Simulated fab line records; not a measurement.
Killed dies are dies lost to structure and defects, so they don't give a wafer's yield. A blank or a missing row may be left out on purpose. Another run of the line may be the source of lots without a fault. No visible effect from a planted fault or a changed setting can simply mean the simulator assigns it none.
Which of the tools did it? ; flow n5-finfet ; 24 lots with 72 wafers sampled at 6 steps, on a route of 1938 steps

== WHAT EACH GAUGE READ, for each wafer ==
Not one reading of a measure or inspect step in the record can be checked against a usual standard deviation.

== WHICH TOOL RAN EACH LOT (tool, then ch and the chambers of the sampled wafers, then the start) ==
lot;N5_FIN_SAQP_MANDREL2_REMOVE_60;N5_FIN_CUT_PRECLEAN_35;N5_SD_EPI_N_DESCUM_14;N5_SD_EPI_N_LINER_46;N5_SD_EPI_P_ETCH_16;N5_SD_EPI_P_SD_RECESS_17
L074;rie-si-05 ch 1,2,3, day 2 02:07;vapor-etch-01 ch 0,1, day 2 03:53;rie-diel-03 ch 2,3, day 3 00:19;ald-sin-01 ch 2,3, day 3 04:02;rie-diel-06 ch 0,2,3, day 3 05:38;rie-si-04 ch 0,2,3, day 3 05:43
L075;rie-si-02 ch 0,1,3, day 2 07:30;vapor-etch-01 ch 0,1, day 2 09:36;rie-diel-01 ch 2,3, day 3 09:12;ald-sin-03 ch 1,2, day 3 13:50;rie-diel-06 ch 1,2,3, day 3 15:04;rie-si-01 ch 0,1,2, day 3 15:08
L076;rie-si-02 ch 1,2,3, day 2 14:20;vapor-etch-02 ch 1, day 2 16:55;rie-diel-05 ch 0,3, day 3 13:31;ald-sin-04 ch 0,1,3, day 3 17:27;rie-diel-02 ch 1,3, day 3 18:48;rie-si-01 ch 1,3, day 3 18:52
L077;rie-si-03 ch 0,1,3, day 2 20:55;vapor-etch-02 ch 0, day 3 00:49;rie-diel-03 ch 0,1,2, day 3 22:45;ald-sin-01 ch 0,2,3, day 4 03:11;rie-diel-02 ch 0,2,3, day 4 04:25;rie-si-04 ch 1,2,3, day 4 04:29
L078;rie-si-02 ch 1,2, day 3 03:01;vapor-etch-02 ch 0,1, day 3 04:42;rie-diel-01 ch 1,2, day 4 05:41;ald-sin-01 ch 0,2,3, day 4 09:23;rie-diel-04 ch 0,1,3, day 4 10:44;rie-si-01 ch 1,2,3, day 4 10:49
L079;rie-si-02 ch 0,2,3, day 3 07:08;vapor-etch-02 ch 0,1, day 3 09:04;rie-diel-05 ch 0,1, day 4 06:41;ald-sin-04 ch 1,2, day 4 11:07;rie-diel-06 ch 0,1,2, day 4 12:28;rie-si-06 ch 0,1,3, day 4 12:32
L080;rie-si-03 ch 0,1, day 3 14:02;vapor-etch-01 ch 0,1, day 3 15:50;rie-diel-03 ch 0,3, day 4 13:25;ald-sin-03 ch 0,3, day 4 17:17;rie-diel-04 ch 0,1, day 4 18:38;rie-si-06 ch 1,3, day 4 18:43
L082;rie-si-03 ch 0,1,3, day 4 02:28;vapor-etch-01 ch 1, day 4 04:13;rie-diel-05 ch 1,3, day 5 09:12;ald-sin-01 ch 2,3, day 5 12:53;rie-diel-06 ch 0,1, day 5 14:14;rie-si-04 ch 1,2, day 5 14:19
L081;rie-si-02 ch 0,2, day 4 04:04;vapor-etch-01 ch 0,1, day 4 06:01;rie-diel-01 ch 1,2,3, day 5 05:12;ald-sin-03 ch 0,2,3, day 5 10:58;rie-diel-06 ch 0,1, day 5 12:11;rie-si-06 ch 0,2,3, day 5 12:16
L083;rie-si-02 ch 0,2,3, day 4 07:46;vapor-etch-02 ch 0,1, day 4 09:26;rie-diel-01 ch 0,1, day 5 10:41;ald-sin-04 ch 1,3, day 5 15:08;rie-diel-04 ch 0,1,3, day 5 16:24;rie-si-06 ch 0,1,2, day 5 16:28
L084;rie-si-05 ch 1,3, day 4 13:26;vapor-etch-01 ch 0,1, day 4 15:09;rie-diel-03 ch 0,1,3, day 5 15:15;ald-sin-04 ch 0,2,3, day 5 19:01;rie-diel-02 ch 0,1,2, day 5 20:22;rie-si-04 ch 0,1,2, day 5 20:26
L085;rie-si-02 ch 0,1,3, day 4 23:00;vapor-etch-02 ch 0,1, day 5 00:46;rie-diel-05 ch 1,2, day 6 02:19;ald-sin-03 ch 0,2, day 6 06:45;rie-diel-02 ch 0,1,2, day 6 07:59;rie-si-01 ch 0,2,3, day 6 08:03
L086;rie-si-03 ch 0,3, day 5 11:02;vapor-etch-01 ch 0,1, day 5 13:42;rie-diel-03 ch 0,1,2, day 6 09:47;ald-sin-04 ch 1,2,3, day 6 13:28;rie-diel-02 ch 2,3, day 6 15:07;rie-si-01 ch 2,3, day 6 15:11
L087;rie-si-05 ch 1,2,3, day 5 12:39;vapor-etch-01 ch 0,1, day 5 14:32;rie-diel-01 ch 0,1,2, day 6 13:54;ald-sin-03 ch 1,3, day 6 18:20;rie-diel-06 ch 1,2,3, day 6 19:42;rie-si-04 ch 1,2,3, day 6 19:46
L088;rie-si-05 ch 1,2,3, day 5 15:10;vapor-etch-01 ch 1, day 5 17:03;rie-diel-05 ch 0,3, day 6 16:59;ald-sin-04 ch 1,2, day 6 21:26;rie-diel-02 ch 1,2, day 6 22:52;rie-si-06 ch 0,2, day 6 22:56
L089;rie-si-05 ch 1,3, day 6 00:58;vapor-etch-01 ch 0,1, day 6 03:09;rie-diel-03 ch 0,1,3, day 6 23:36;ald-sin-03 ch 0,3, day 7 03:17;rie-diel-02 ch 0,3, day 7 04:40;rie-si-04 ch 1,3, day 7 04:44
L090;rie-si-02 ch 0,1,3, day 6 03:57;vapor-etch-01 ch 0,1, day 6 05:47;rie-diel-01 ch 0,1,3, day 7 04:15;ald-sin-01 ch 0,2, day 7 07:59;rie-diel-06 ch 2,3, day 7 09:20;rie-si-06 ch 0,2, day 7 09:24
L091;rie-si-03 ch 0,3, day 6 07:30;vapor-etch-01 ch 1, day 6 09:20;rie-diel-03 ch 0,1, day 7 07:51;ald-sin-03 ch 0,1, day 7 11:53;rie-diel-02 ch 0,2,3, day 7 13:14;rie-si-01 ch 1,3, day 7 13:18
L092;rie-si-02 ch 1,2, day 6 15:07;vapor-etch-02 ch 0,1, day 6 16:53;rie-diel-01 ch 1,2, day 7 13:29;ald-sin-01 ch 0,2, day 7 18:09;rie-diel-06 ch 0,2,3, day 7 19:34;rie-si-01 ch 0,1,3, day 7 19:38
L093;rie-si-02 ch 1,2, day 6 20:31;vapor-etch-01 ch 0,1, day 6 22:38;rie-diel-05 ch 0,2,3, day 7 20:19;ald-sin-01 ch 0,2,3, day 8 00:03;rie-diel-06 ch 1,3, day 8 02:07;rie-si-04 ch 0,1,3, day 8 02:12
L094;rie-si-05 ch 0,1,3, day 7 02:39;vapor-etch-02 ch 0,1, day 7 04:20;rie-diel-01 ch 0,1,2, day 8 01:20;ald-sin-03 ch 1,2,3, day 8 05:34;rie-diel-04 ch 0,3, day 8 07:16;rie-si-04 ch 1,2,3, day 8 07:20
L095;rie-si-03 ch 1,2, day 7 09:32;vapor-etch-01 ch 0,1, day 7 11:31;rie-diel-03 ch 2,3, day 8 08:23;ald-sin-03 ch 1,2, day 8 12:23;rie-diel-06 ch 0,1, day 8 13:37;rie-si-06 ch 1,2,3, day 8 13:41
L096;rie-si-03 ch 1,2,3, day 7 16:23;vapor-etch-01 ch 0,1, day 7 18:43;rie-diel-01 ch 0,1,3, day 8 17:39;ald-sin-01 ch 0,2,3, day 8 22:16;rie-diel-02 ch 0,1,2, day 8 23:38;rie-si-01 ch 0,2,3, day 8 23:43
L097;rie-si-05 ch 0,3, day 7 22:40;vapor-etch-02 ch 0,1, day 8 00:43;rie-diel-01 ch 0,2, day 8 22:18;ald-sin-03 ch 2,3, day 9 02:55;rie-diel-06 ch 2,3, day 9 04:16;rie-si-01 ch 2,3, day 9 04:20
- N5_FIN_SAQP_MANDREL2_REMOVE_60: chemistry HBr/Cl2/O2, target a-Si, stops on SiNx, bt time 10 s.
- N5_FIN_CUT_PRECLEAN_35: cleans in vHF, time 13.3 s.
- N5_SD_EPI_N_DESCUM_14: chemistry O2, time 7.9 s.
- N5_SD_EPI_N_LINER_46: material SiNx, target thk 3 nm.
- N5_SD_EPI_P_ETCH_16: etches SiO2 in CHF3/O2, target depth 5 nm.
- N5_SD_EPI_P_SD_RECESS_17: chemistry HBr/Cl2/O2, target depth 39.1 nm, bt time 3 s.

== WHAT THE TOOLS THEMSELVES READ (means of the sampled wafers that have a number; where no wafer has one, the mark that the record gives instead) ==
N5_FIN_SAQP_MANDREL2_REMOVE_60.
lot;tool;bias-w (W);drypump-motor-current-A (A);oes-product-au (a.u.);throttle-valve-pct (%)
L074;rie-si-05;22.06;5.6;1.013;36.6
L075;rie-si-02;22.05;5.8;1.008;36.3
L076;rie-si-02;22.00;5.8;1.003;36.6
L077;rie-si-03;22.00;6.0;0.986;36.4
L078;rie-si-02;22.02;5.9;0.989;36.8
L079;rie-si-02;22.02;5.7;1.017;36.4
L080;rie-si-03;21.94;5.8;0.986;36.7
L082;rie-si-03;22.03;6.0;0.980;36.4
L081;rie-si-02;22.01;5.9;0.996;36.7
L083;rie-si-02;21.97;5.8;0.999;36.4
L084;rie-si-05;22.02;5.4;1.028;36.4
L085;rie-si-02;22.09;5.8;1.010;36.3
L086;rie-si-03;21.99;5.9;0.996;36.2
L087;rie-si-05;22.07;5.6;1.013;36.6
L088;rie-si-05;22.03;5.6;1.013;36.6
L089;rie-si-05;21.93;5.2;1.012;36.5
L090;rie-si-02;22.03;5.8;1.007;36.3
L091;rie-si-03;21.99;6.0;1.009;36.3
L092;rie-si-02;21.93;5.9;0.990;36.8
L093;rie-si-02;22.06;6.0;0.987;36.8
L094;rie-si-05;22.00;5.4;1.026;36.5
L095;rie-si-03;21.99;6.2;0.999;36.7
L096;rie-si-03;21.98;6.3;0.995;36.5
L097;rie-si-05;22.01;5.2;1.015;36.5

N5_FIN_CUT_PRECLEAN_35.
lot;tool;drypump-motor-current-A (A)
L074;vapor-etch-01;6.0
L075;vapor-etch-01;6.0
L076;vapor-etch-02;4.7
L077;vapor-etch-02;6.8
L078;vapor-etch-02;6.1
L079;vapor-etch-02;5.4
L080;vapor-etch-01;5.9
L082;vapor-etch-01;5.7
L081;vapor-etch-01;5.8
L083;vapor-etch-02;6.1
L084;vapor-etch-01;5.9
L085;vapor-etch-02;5.4
L086;vapor-etch-01;6.0
L087;vapor-etch-01;5.9
L088;vapor-etch-01;5.7
L089;vapor-etch-01;6.0
L090;vapor-etch-01;6.0
L091;vapor-etch-01;5.7
L092;vapor-etch-02;5.4
L093;vapor-etch-01;6.0
L094;vapor-etch-02;5.4
L095;vapor-etch-01;6.0
L096;vapor-etch-01;5.8
L097;vapor-etch-02;5.4

N5_SD_EPI_N_DESCUM_14.
lot;tool;drypump-motor-current-A (A);oes-product-au (a.u.);rf-vpp-V (V);showerhead-plenum-p-Torr (Torr);throttle-valve-pct (%)
L074;rie-diel-03;5.6;0.87;242.7;2.10;20.26
L075;rie-diel-01;5.5;0.68;241.8;2.03;20.52
L076;rie-diel-05;5.6;0.74;242.9;2.06;20.42
L077;rie-diel-03;5.5;0.75;243.6;2.06;20.54
L078;rie-diel-01;6.1;0.75;244.3;2.17;20.44
L079;rie-diel-05;5.8;0.83;242.6;2.10;20.18
L080;rie-diel-03;5.5;0.78;244.2;2.16;20.59
L082;rie-diel-05;5.6;0.85;243.7;2.12;20.47
L081;rie-diel-01;5.8;0.73;242.8;2.11;20.47
L083;rie-diel-01;6.1;0.82;244.1;2.14;20.37
L084;rie-diel-03;5.5;0.78;243.8;2.09;20.53
L085;rie-diel-05;5.8;0.96;242.6;2.08;20.48
L086;rie-diel-03;5.6;0.73;242.2;2.05;20.56
L087;rie-diel-01;6.1;0.77;244.8;2.15;20.42
L088;rie-diel-05;5.5;0.90;243.2;2.04;20.41
L089;rie-diel-03;5.5;0.76;243.7;2.09;20.54
L090;rie-diel-01;5.7;0.75;243.6;2.10;20.45
L091;rie-diel-03;5.4;0.72;242.6;2.04;20.65
L092;rie-diel-01;6.1;0.88;244.4;2.19;20.37
L093;rie-diel-05;5.7;0.88;243.0;2.04;20.45
L094;rie-diel-01;6.1;0.86;244.4;2.14;20.36
L095;rie-diel-03;5.7;0.78;242.5;2.04;20.34
L096;rie-diel-01;5.7;0.85;244.0;2.18;20.33
L097;rie-diel-01;6.2;0.89;243.9;2.11;20.31

N5_SD_EPI_N_LINER_46.
lot;tool;heater-power-w (W)
L074;ald-sin-01;822
L075;ald-sin-03;829
L076;ald-sin-04;859
L077;ald-sin-01;821
L078;ald-sin-01;822
L079;ald-sin-04;845
L080;ald-sin-03;786
L082;ald-sin-01;828
L081;ald-sin-03;812
L083;ald-sin-04;835
L084;ald-sin-04;859
L085;ald-sin-03;776
L086;ald-sin-04;826
L087;ald-sin-03;781
L088;ald-sin-04;839
L089;ald-sin-03;757
L090;ald-sin-01;821
L091;ald-sin-03;748
L092;ald-sin-01;827
L093;ald-sin-01;827
L094;ald-sin-03;822
L095;ald-sin-03;836
L096;ald-sin-01;823
L097;ald-sin-03;858

N5_SD_EPI_P_ETCH_16.
lot;tool;bias-w (W);drypump-motor-current-A (A);oes-product-au (a.u.);rf-vpp-V (V);showerhead-plenum-p-Torr (Torr);throttle-valve-pct (%)
L074;rie-diel-06;169.9;5.1;0.80;519;2.40;19.1
L075;rie-diel-06;169.6;5.1;0.72;522;2.37;19.1
L076;rie-diel-02;169.8;5.6;0.86;514;2.35;18.8
L077;rie-diel-02;169.9;5.6;0.76;527;2.38;19.1
L078;rie-diel-04;170.4;5.8;0.75;533;2.43;18.9
L079;rie-diel-06;170.0;5.1;0.75;528;2.38;19.1
L080;rie-diel-04;170.4;5.9;0.74;526;2.38;19.0
L082;rie-diel-06;169.7;5.2;0.74;535;2.31;19.1
L081;rie-diel-06;170.5;5.3;0.81;532;2.33;19.0
L083;rie-diel-04;170.5;5.8;0.74;532;2.43;18.8
L084;rie-diel-02;170.5;5.9;0.78;516;2.38;18.8
L085;rie-diel-02;169.9;5.9;0.77;517;2.38;18.8
L086;rie-diel-02;170.3;5.5;0.72;534;2.37;18.9
L087;rie-diel-06;170.0;5.1;0.70;522;2.36;19.1
L088;rie-diel-02;170.3;5.8;0.74;522;2.37;18.6
L089;rie-diel-02;169.2;5.4;0.78;527;2.37;19.4
L090;rie-diel-06;170.0;5.0;0.69;515;2.43;19.1
L091;rie-diel-02;170.3;5.6;0.73;527;2.38;19.2
L092;rie-diel-06;170.0;5.2;0.75;520;2.38;19.1
L093;rie-diel-06;170.4;5.2;0.89;535;2.48;18.8
L094;rie-diel-04;169.7;5.4;0.70;524;2.46;19.0
L095;rie-diel-06;170.7;5.2;0.91;541;2.49;18.8
L096;rie-diel-02;170.2;5.9;0.75;516;2.37;18.8
L097;rie-diel-06;170.1;5.0;0.87;516;2.42;18.8

N5_SD_EPI_P_SD_RECESS_17.
lot;tool;bias-w (W);drypump-motor-current-A (A);oes-product-au (a.u.);throttle-valve-pct (%)
L074;rie-si-04;112.0;5.7;1.004;37.4
L075;rie-si-01;112.0;5.5;1.000;37.3
L076;rie-si-01;112.2;5.2;1.006;37.6
L077;rie-si-04;111.8;5.6;1.008;37.1
L078;rie-si-01;112.0;5.4;1.001;37.4
L079;rie-si-06;111.9;6.1;0.995;37.0
L080;rie-si-06;111.7;6.0;1.006;36.8
L082;rie-si-04;112.1;5.2;1.012;37.2
L081;rie-si-06;111.5;6.1;0.992;37.1
L083;rie-si-06;112.0;5.7;1.001;37.0
L084;rie-si-04;112.1;5.5;0.999;37.4
L085;rie-si-01;111.4;5.5;0.996;37.1
L086;rie-si-01;112.1;5.3;0.999;37.2
L087;rie-si-04;112.1;5.6;1.007;37.1
L088;rie-si-06;111.9;5.8;1.000;37.3
L089;rie-si-04;111.9;5.9;1.005;37.1
L090;rie-si-06;112.0;5.8;0.988;37.1
L091;rie-si-01;112.3;5.1;0.994;37.4
L092;rie-si-01;112.1;5.3;0.996;37.4
L093;rie-si-04;112.2;5.8;1.001;37.4
L094;rie-si-04;111.9;5.6;1.006;37.1
L095;rie-si-06;112.0;6.0;0.997;36.8
L096;rie-si-01;111.6;5.5;0.992;37.1
L097;rie-si-01;111.9;5.3;0.996;37.2

== THE ANSWER, worked out from the rows above alone ==
Rule: what is usual is taken from the lots themselves. Put in order of their means at a reading, lots are off if they are a third of the lots or fewer, leave a main group of 4 or more, and stand apart from it by a gap of 3 or more times the standard deviation of the main group's means; of several such gaps the widest counts. A main group is skipped when, at the precision printed for the reading in the tables above, its means are all equal. A lot without any number at a reading at which 4 lots or more have one is off too. Where the step has rows for the other lots, those lots are counted as sound. The gauges are gone through in route order, then the tools' own readings, and for those a lot's mean is taken as printed above. At the first step where some lot is off, the reading lying furthest off is the one used; lots without a number count as furthest.
No lot is off on any of the readings shown, so nothing can be concluded from this.

== WHAT THE SIMULATOR HAD PUT IN ==
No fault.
